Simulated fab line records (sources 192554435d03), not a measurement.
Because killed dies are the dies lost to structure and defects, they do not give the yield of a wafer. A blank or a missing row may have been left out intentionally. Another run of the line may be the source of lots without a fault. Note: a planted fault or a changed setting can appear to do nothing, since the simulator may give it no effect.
Chamber matching ; flow n5 finfet ; N5_BEOL_M1_ETCH_69 on rie diel-06 has 4 sister chambers
The step etches SiARC in CF4, target depth 15.6 nm, time 26 s. 4 wafers are shown with their chamber, then 8 later ones without.

== WAFERS PAIRED WITH THEIR CHAMBERS ==
wafer;chamber;showerhead plenum p Torr (Torr)
L079.4;2;2.10
L088.1;1;2.26
L088.3;3;1.99
L093.1;0;2.04

== WAFERS WHOSE CHAMBER IS MISSING ==
wafer;showerhead plenum p Torr (Torr)
L093.4;2.10
L093.6;2.25
L092.2;2.04
L092.4;2.25
L092.6;2.04
L094.1;2.04
L094.2;2.25
L094.3;1.98

== WHICH CHAMBER EACH WENT THROUGH ==
wafer;from the rows above;in truth
L093.4;2;2
L093.6;1;1
L092.2;0;0
L092.4;1;1
L092.6;0;0
L094.1;0;0
L094.2;1;1
L094.3;3;3
Placed correctly: 8 of 8. Not placeable from these rows: 0. Wrongly placed: 0.
How it was worked out, from the rows above alone: a wafer's distance from a chamber is the root of the sum, over the readings, of the square of ((its reading less the chamber's mean) divided by the reading's scatter). The wafer belongs to the nearest chamber; if the next one is less than 2 further off, it can't be placed. Each chamber's mean is taken over the wafers shown for it. The scatter: root of mean squared gap, hidden wafer to nearest shown wafer, with one shown wafer a chamber.
